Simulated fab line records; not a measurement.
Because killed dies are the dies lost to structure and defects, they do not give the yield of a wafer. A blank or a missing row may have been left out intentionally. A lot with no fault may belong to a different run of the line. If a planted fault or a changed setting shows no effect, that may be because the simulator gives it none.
A lot that was struck, set against a sound lot | flow n5Finfet | 19 steps out of a route of 1938
Sound: the wafers L425.3, L425.4, L425.6. Wafers L421.2, L421.4, L421.5 were the ones struck. At the end, the cause is stated.
For every step that has rows: the tool of each side, followed by ch and its chambers, followed by its first start. Under that, the readings that differ: sound wafers | struck wafers | difference of the means | sigmas: that difference in standard deviations of wafers without a fault.
alike: readings with means less than 2 such deviations apart, plus words and numbers identical on both sides. not compared: withheld readings, readings lacking a value on some wafer, bounds such as >300 that could conceal the same value, and numbers that have no deviation in the record and whose values overlap.
The two part at a step that has a row with sigmas, a row that says differs or no value, or rows on one side only. Numbers that don't overlap but have no deviation are shown without sigmas and don't part them. Lack of a reading on every wafer of one side parts them only where that side has two or more wafers.

first, 9 steps without rows for these wafers: N5_BEOL_M10_DESCUM_16 (chemistry O2, time 7.9 s); N5_BEOL_M10_ETCH_61 (etches SiARC in CF4, target depth 39 nm, time 65 s); N5_BEOL_M10_ETCH_62 (etches SOC in N2/H2, target depth 110 nm, overetch 22 nm, time 165 s); N5_BEOL_M10_STRIP_68 (strips in N2/H2); N5_BEOL_M10_STRIP_67 (strips in CF4); N5_BEOL_M10_HM_OPEN_17 (chemistry Cl2/BCl3, target TiN, target depth 20 nm, overetch 6 nm); N5_BEOL_M10_STRIP_19 (strips in O2); N5_BEOL_M10_COAT_63 (time 60 s, resist thk 100 nm); N5_BEOL_M10_COAT_64 (time 60 s, resist thk 30 nm).
N5_BEOL_M10_COAT_22: resist thk 90 nm.
  sound on lithoTrack-03 ch 0, day 14 15:02; struck on lithoTrack-01 ch 0, day 13 03:40
reading                                      | sound                | struck               | difference | sigmas
spinSpeedRpm (rpm)                           | 1499.7 1501.1 1500.7 | 1648.8 1649.9 1649.3 | +148.8     | +99 or more
model.CAR-ArF_of_BEOL_M10_COAT_22.thkNm (nm) | 89.8 89.8 90         | 85.4 85.6 85.8       | -4.3       | 
then, 6 steps without rows for these wafers: N5_BEOL_M10_EBR_24; N5_BEOL_M10_SOFTBAKE_23 (time 60 s); N5_BEOL_M10_EXPOSE_25 (exposes mask V9); N5_BEOL_M10_PEB_26 (peb time 60 s); N5_BEOL_M10_DEVELOP_27 (develop time 30 s); N5_BEOL_M10_DESCUM_33 (chemistry O2, time 7.9 s).
N5_BEOL_M10_ETCH_65: etches SiARC in CF4, target depth 39 nm, time 65 s.
  sound on rieDiel-04 ch 2,3, day 14 15:46; struck on rieDiel-02 ch 0,1,2, day 13 04:12
reading                                      | sound          | struck         | difference | sigmas
model.CAR-ArF_of_BEOL_M10_COAT_22.thkNm (nm) | 55.4 55.4 55.4 | 50.8 51.2 51.2 | -4.3       | 
  alike: chamberPressureMTorr, drypumpMotorCurrentA, etchRfOnTimeS, oesProductAu, rfVppV, showerheadPlenumPTorr, throttleValvePct
  not compared: rfHoursCounterH
then, 1 step without rows for these wafers: N5_BEOL_M10_ETCH_66 (etches SOC in N2/H2, target depth 120 nm, overetch 24 nm, time 180 s).
N5_PASSIVATION_PROBE_49:
  the record has rows for the sound wafers here (prober-01, day 17 03:10) and none for the struck ones

## WHERE THEY PART
First at N5_BEOL_M10_COAT_22; last, within this record, at N5_PASSIVATION_PROBE_49.

WHY: what had been put in by the simulator
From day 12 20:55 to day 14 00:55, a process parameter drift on lithoTrack-01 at N5_BEOL_M10_COAT_22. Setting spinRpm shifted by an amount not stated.
